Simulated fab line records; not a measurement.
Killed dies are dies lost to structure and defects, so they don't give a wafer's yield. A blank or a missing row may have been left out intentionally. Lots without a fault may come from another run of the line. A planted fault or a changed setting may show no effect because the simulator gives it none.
Split-lot trial | flow n5_finfet | on a route of 1938 steps: 7 lots, 39 wafers read

== THE SPLIT ==
At N5_SD_EPI_P_EPI_21 (deposits SiGe:B, time 355 s), the setting pressure_torr was moved away from the recipe's 20 Torr on 30 of the 39 wafers read, by -10.7% to +17.5%. For the rest of the wafers, this setting stayed at what the recipe calls for.

== FROM THE SPLIT TO THE READING: what the file shows between them, 3 steps ==
- N5_SD_EPI_P_HM_STRIP_48: strips SiNx in H3PO4, material SiNx, target depth 3 nm
- N5_SD_ACTIVATION_RTA_00: time 0 s
- N5_SD_ACTIVATION_LSA_01: time 0.0008 s

== THE READING ==
RS_SD_P (ohm/sq), read at N5_SD_ACTIVATION_RS_MEAS_03 with a four-point probe. A value of 56.5 ohm/sq with a standard deviation of 0.82 ohm/sq is what fault-free wafers of this fab line usually give.

wafer  | tool, chamber at the split | pressure_torr as run, Torr | against the recipe | RS_SD_P, ohm/sq | against lot-mates on the recipe
L076.1 | epi_rpcvd-02, 0            | 20                         | recipe             | 55.5            | -
L076.2 | epi_rpcvd-02, 0            | 20                         | recipe             | 56.6            | -
L076.3 | epi_rpcvd-02, 0            | 20                         | recipe             | 55.3            | -
L076.4 | epi_rpcvd-02, 0            | 20                         | recipe             | 55.7            | -
L076.5 | epi_rpcvd-02, 0            | 20                         | recipe             | 55.6            | -
L076.6 | epi_rpcvd-02, 0            | 20                         | recipe             | 56.1            | -
L080.1 | epi_rpcvd-04, 0            | 17.88                      | -10.6%             | 61.3            | no lot-mate on the recipe
L080.2 | epi_rpcvd-04, 0            | 17.88                      | -10.6%             | 61.5            | no lot-mate on the recipe
L080.3 | epi_rpcvd-04, 0            | 17.88                      | -10.6%             | 61.4            | no lot-mate on the recipe
L080.4 | epi_rpcvd-04, 0            | 17.88                      | -10.6%             | 61.5            | no lot-mate on the recipe
L080.5 | epi_rpcvd-04, 0            | 17.88                      | -10.6%             | 61.3            | no lot-mate on the recipe
L080.6 | epi_rpcvd-04, 0            | 17.88                      | -10.6%             | 61.3            | no lot-mate on the recipe
L081.1 | epi_rpcvd-04, 0            | 21.09                      | +5.4%              | 54.3            | no lot-mate on the recipe
L081.2 | epi_rpcvd-04, 0            | 21.09                      | +5.4%              | 54.6            | no lot-mate on the recipe
L081.3 | epi_rpcvd-04, 0            | 21.09                      | +5.4%              | 54.6            | no lot-mate on the recipe
L081.4 | epi_rpcvd-04, 0            | 21.09                      | +5.4%              | 54.4            | no lot-mate on the recipe
L081.5 | epi_rpcvd-04, 0            | 21.09                      | +5.4%              | 54.5            | no lot-mate on the recipe
L081.6 | epi_rpcvd-04, 0            | 21.09                      | +5.4%              | 54.7            | no lot-mate on the recipe
L082.1 | epi_rpcvd-01, 0            | 17.85                      | -10.7%             | 61.3            | no lot-mate on the recipe
L082.2 | epi_rpcvd-01, 0            | 17.85                      | -10.7%             | 61.0            | no lot-mate on the recipe
L082.3 | epi_rpcvd-01, 0            | 17.85                      | -10.7%             | 61.4            | no lot-mate on the recipe
L082.4 | epi_rpcvd-01, 0            | 17.85                      | -10.7%             | 61.3            | no lot-mate on the recipe
L082.5 | epi_rpcvd-01, 0            | 17.85                      | -10.7%             | 62.0            | no lot-mate on the recipe
L082.6 | epi_rpcvd-01, 0            | 17.85                      | -10.7%             | 61.3            | no lot-mate on the recipe
L089.1 | epi_rpcvd-01, 0            | 18.18                      | -9.1%              | 59.6            | no lot-mate on the recipe
L089.2 | epi_rpcvd-01, 0            | 18.18                      | -9.1%              | 60.9            | no lot-mate on the recipe
L089.3 | epi_rpcvd-01, 0            | 18.18                      | -9.1%              | 60.4            | no lot-mate on the recipe
L089.4 | epi_rpcvd-01, 0            | 18.18                      | -9.1%              | 60.5            | no lot-mate on the recipe
L089.5 | epi_rpcvd-01, 0            | 18.18                      | -9.1%              | 60.5            | no lot-mate on the recipe
L089.6 | epi_rpcvd-01, 0            | 18.18                      | -9.1%              | 61.2            | no lot-mate on the recipe
L093.1 | epi_rpcvd-04, 0            | 23.51                      | +17.5%             | 50.3            | no lot-mate on the recipe
L093.2 | epi_rpcvd-04, 0            | 23.51                      | +17.5%             | 49.5            | no lot-mate on the recipe
L093.3 | epi_rpcvd-04, 0            | 23.51                      | +17.5%             | 49.5            | no lot-mate on the recipe
L093.4 | epi_rpcvd-04, 0            | 23.51                      | +17.5%             | 49.8            | no lot-mate on the recipe
L093.5 | epi_rpcvd-04, 0            | 23.51                      | +17.5%             | 50.1            | no lot-mate on the recipe
L093.6 | epi_rpcvd-04, 0            | 23.51                      | +17.5%             | 49.3            | no lot-mate on the recipe
L097.3 | epi_rpcvd-01, 0            | 20                         | recipe             | 56.4            | -
L097.5 | epi_rpcvd-01, 0            | 20                         | recipe             | 57.0            | -
L097.6 | epi_rpcvd-01, 0            | 20                         | recipe             | 56.3            | -

THE FIT
A straight line over all 39 wafers: RS_SD_P changes by -0.414 ohm/sq for each +1% of pressure_torr; r = -0.99; the points scatter about the line by 0.54 ohm/sq.
Too few moved wafers with a lot-mate on the recipe to fit a line net of each lot's own level.

== THE WHOLE CHAIN: every reading that the file lists as answering this split, in the file's order ==
step                        | what it does                 | reading                                                                           | change (the file's fit)               | r (the file's)
N5_SD_EPI_P_EPI_21          | deposits SiGe:B, time 355 s  | SiGe-B_of_SD_EPI_P_EPI_21.thk_nm (the simulator's own value, which no gauge read) | +0.242 nm for each +1% of the setting | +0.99
N5_SD_ACTIVATION_RS_MEAS_03 | measures by four-point-probe | RS_SD_P                                                                           | -0.414 for each +1% of the setting    | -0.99

== FILE'S OWN FIT ==
RS_SD_P changes by -0.414 ohm/sq for each +1% of pressure_torr, r = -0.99.
